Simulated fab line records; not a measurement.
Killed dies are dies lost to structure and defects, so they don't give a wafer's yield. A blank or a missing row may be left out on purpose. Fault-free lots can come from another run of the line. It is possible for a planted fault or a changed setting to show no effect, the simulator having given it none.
Matching of chambers | flow nand_harc | pecvd-04 running NHARC_P_M1_DEP_33: 3 sister chambers
The step deposits SiCN, target thk 30 nm. 18 wafers are shown with their chamber, then 9 later ones without.

## WAFERS, EACH WITH ITS CHAMBER
wafer  | chamber | heater_power_w (W)
L074.1 | 2       | 650
L074.2 | 1       | 686
L074.5 | 1       | 705
L075.1 | 0       | 662
L075.2 | 2       | 646
L075.5 | 1       | 661
L077.1 | 2       | 601
L077.2 | 0       | 578
L077.5 | 2       | 583
L080.2 | 2       | 617
L080.4 | 0       | 561
L080.5 | 1       | 708
L085.1 | 0       | 583
L085.3 | 2       | 691
L085.6 | 2       | 709
L091.2 | 2       | 596
L091.3 | 0       | 628
L091.6 | 2       | 604

SIGNATURES (averages over the wafers above)
reading        | chamber 0 | chamber 1 | chamber 2 | scatter within a chamber
heater_power_w | 602.40    | 690.00    | 633.00    | 39.9
Rule: for a wafer and a chamber, the distance is found by dividing, reading by reading, the gap between the wafer's reading and the chamber's mean by the reading's scatter, squaring, summing and taking the root. If the next closest chamber is less than 2 further off than the closest, the wafer can't be placed; otherwise it belongs to the closest. How the scatter is found: for the shown wafers, subtract from each reading the mean of its chamber, square and add these, divide the total by (wafers less chambers), then take the root.

## WAFERS WITHOUT THEIR CHAMBER
wafer  | heater_power_w (W)
L092.1 | 689
L092.3 | 623
L092.5 | 644
L093.3 | 636
L093.5 | 682
L093.6 | 617
L094.1 | 604
L094.4 | 647
L094.5 | 613

## WHICH CHAMBER EACH WENT THROUGH
wafer  | from the rows above          | in truth
L092.1 | can't be placed: 1 or 2      | 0
L092.3 | can't be placed: 2 or 0 or 1 | 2
L092.5 | can't be placed: 2 or 0 or 1 | 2
L093.3 | can't be placed: 2 or 0 or 1 | 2
L093.5 | can't be placed: 1 or 2 or 0 | 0
L093.6 | can't be placed: 0 or 2 or 1 | 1
L094.1 | can't be placed: 0 or 2      | 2
L094.4 | can't be placed: 2 or 1 or 0 | 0
L094.5 | can't be placed: 0 or 2 or 1 | 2
Placed correctly: 0 of 9. Unplaceable from these rows: 9, with the true chamber sitting among the candidates in 8. 0 placed wrongly.
